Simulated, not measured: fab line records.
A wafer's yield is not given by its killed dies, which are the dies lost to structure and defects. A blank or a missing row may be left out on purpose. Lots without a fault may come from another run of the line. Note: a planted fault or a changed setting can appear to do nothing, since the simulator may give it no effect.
Lot-split experiment | flow n5-finfet | 7 lots, 39 wafers read, on a route of 1938 steps

ON THE SPLIT
At N5_SD_EPI_N_EPI_21 (deposits Si:P, time 690 s), the setting time-s was moved away from the recipe's 690 s on 12 of the 39 wafers read, by -27.4% to +39.2%. For the rest of the wafers, this setting stayed at what the recipe calls for.

FROM THE SPLIT TO THE READING: what the file shows between them, 10 steps
- N5_SD_EPI_N_EPI_MEAS_23
- N5_SD_EPI_N_PRECLEAN_24: cleans in O3/DIW, time 60 s
- N5_SD_EPI_N_SRD_25: time 30 s
- N5_SD_EPI_P_HM_STRIP_48: strips SiNx in H3PO4, material SiNx, target depth 3 nm
- N5_SD_EPI_P_SRD_49: time 30 s
- N5_SD_EPI_P_PRECLEAN_24: cleans in O3/DIW, time 45 s
- N5_SD_EPI_P_PRECLEAN_32: cleans in dHF, time 10 s
- N5_SD_EPI_P_PRECLEAN_33: cleans in SC2, time 45 s
- N5_SD_ACTIVATION_RTA_00: time 0 s
- N5_SD_ACTIVATION_LSA_01: time 0.0008 s

THE READING
RS_SD_N in ohm/sq, measured at N5_SD_ACTIVATION_RS_MEAS_03 by four-point-probe. On this fab line, fault-free wafers typically give 21.82 ohm/sq with a standard deviation of 0.29 ohm/sq.

wafer  | tool, chamber at the split | time-s as run, s | against the recipe | RS_SD_N, ohm/sq | against lot-mates on the recipe
L074.1 | epi-rpcvd-02, 0            | 690              | recipe             | 22.16           | -
L074.2 | epi-rpcvd-02, 0            | 501.1            | -27.4%             | 28.02           | +5.78
L074.3 | epi-rpcvd-02, 0            | 501.1            | -27.4%             | 28.11           | +5.87
L074.4 | epi-rpcvd-02, 0            | 690              | recipe             | 22.17           | -
L074.5 | epi-rpcvd-02, 0            | 690              | recipe             | 22.40           | -
L074.6 | epi-rpcvd-02, 0            | 501.1            | -27.4%             | 28.22           | +5.98
L080.2 | epi-rpcvd-02, 0            | 690              | recipe             | 22.32           | -
L080.3 | epi-rpcvd-02, 0            | 690              | recipe             | 21.91           | -
L080.6 | epi-rpcvd-02, 0            | 690              | recipe             | 22.35           | -
L082.1 | epi-rpcvd-03, 0            | 960.4            | +39.2%             | 17.12           | -4.42
L082.2 | epi-rpcvd-03, 0            | 690              | recipe             | 21.63           | -
L082.3 | epi-rpcvd-03, 0            | 960.4            | +39.2%             | 17.11           | -4.43
L082.4 | epi-rpcvd-03, 0            | 960.4            | +39.2%             | 16.71           | -4.83
L082.5 | epi-rpcvd-03, 0            | 690              | recipe             | 21.44           | -
L082.6 | epi-rpcvd-03, 0            | 690              | recipe             | 21.55           | -
L084.1 | epi-rpcvd-01, 0            | 690              | recipe             | 21.78           | -
L084.2 | epi-rpcvd-01, 0            | 690              | recipe             | 22.30           | -
L084.3 | epi-rpcvd-01, 0            | 690              | recipe             | 22.03           | -
L084.4 | epi-rpcvd-01, 0            | 690              | recipe             | 21.61           | -
L084.5 | epi-rpcvd-01, 0            | 690              | recipe             | 22.03           | -
L084.6 | epi-rpcvd-01, 0            | 690              | recipe             | 21.84           | -
L086.1 | epi-rpcvd-01, 0            | 551.2            | -20.1%             | 25.31           | +3.79
L086.2 | epi-rpcvd-01, 0            | 690              | recipe             | 21.57           | -
L086.3 | epi-rpcvd-01, 0            | 551.2            | -20.1%             | 24.68           | +3.16
L086.4 | epi-rpcvd-01, 0            | 690              | recipe             | 21.61           | -
L086.5 | epi-rpcvd-01, 0            | 551.2            | -20.1%             | 24.83           | +3.31
L086.6 | epi-rpcvd-01, 0            | 690              | recipe             | 21.37           | -
L093.1 | epi-rpcvd-02, 0            | 690              | recipe             | 21.71           | -
L093.2 | epi-rpcvd-02, 0            | 690              | recipe             | 21.58           | -
L093.3 | epi-rpcvd-02, 0            | 690              | recipe             | 21.88           | -
L093.4 | epi-rpcvd-02, 0            | 690              | recipe             | 21.52           | -
L093.5 | epi-rpcvd-02, 0            | 690              | recipe             | 21.97           | -
L093.6 | epi-rpcvd-02, 0            | 690              | recipe             | 21.77           | -
L095.1 | epi-rpcvd-03, 0            | 690              | recipe             | 21.95           | -
L095.2 | epi-rpcvd-03, 0            | 900.3            | +30.5%             | 18.47           | -3.56
L095.3 | epi-rpcvd-03, 0            | 690              | recipe             | 22.24           | -
L095.4 | epi-rpcvd-03, 0            | 900.3            | +30.5%             | 18.61           | -3.42
L095.5 | epi-rpcvd-03, 0            | 900.3            | +30.5%             | 18.07           | -3.96
L095.6 | epi-rpcvd-03, 0            | 690              | recipe             | 21.89           | -

THE FIT
A straight line over all 39 wafers: RS_SD_N changes by -0.149 ohm/sq for each +1% of time-s; r = -0.96; the points scatter about the line by 0.71 ohm/sq.
The same after taking each lot's own level away (the mean of its wafers on the recipe; 39 wafers): -0.146 ohm/sq for each +1%; r = -0.97; scatter 0.62 ohm/sq.
Per that fit: largest time-s move, reading shift of 5.7 ohm/sq.
From 21.517 to 22.243 ohm/sq: that is the span of the lots' own levels, equal to 2.5 times the standard deviation above.
Hence the lot-to-lot level has little effect on the slope; both slopes agree.
Check: -5.55 ohm/sq against its lot-mates is what the line predicts for one of the wafers moved furthest among these (+39.2%) when that wafer is left out of the fit. It came out at -4.42 ohm/sq against them.

THE OTHER SPLITS THESE WAFERS WENT THROUGH
Other splits were also applied to these wafers ahead of the reading. Each is held against what the fit with the lots' levels taken away leaves over:
other split on the same wafers     | wafers away from the commonest value | r with RS_SD_N (lot level and that fit taken away)
N5_FIN_SAQP_HM_DEP_03 target-thk-a | 15                                   | -0.06

THE WHOLE CHAIN: every reading that the file lists as answering this split, in the file's order
step                        | what it does                 | reading                                                                         | change (the file's fit)               | r (the file's)
N5_SD_EPI_N_EPI_21          | deposits Si:P, time 690 s    | Si-P_of_SD_EPI_N_EPI_21.thk-nm (the simulator's own value, which no gauge read) | +0.411 nm for each +1% of the setting | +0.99
N5_SD_EPI_N_EPI_MEAS_23     |                              | thk-nm                                                                          | withheld for each +1% of the setting  | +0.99
N5_SD_EPI_P_PRECLEAN_24     | cleans in O3/DIW, time 45 s  | Si-P_of_SD_EPI_N_EPI_21.thk-nm (the simulator's own value, which no gauge read) | +0.403 nm for each +1% of the setting | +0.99
N5_SD_ACTIVATION_RS_MEAS_03 | measures by four-point-probe | RS_SD_N                                                                         | -0.144 for each +1% of the setting    | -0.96

THE FILE'S OWN FIT
RS_SD_N changes by -0.144 ohm/sq for each +1% of time-s, r = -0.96.
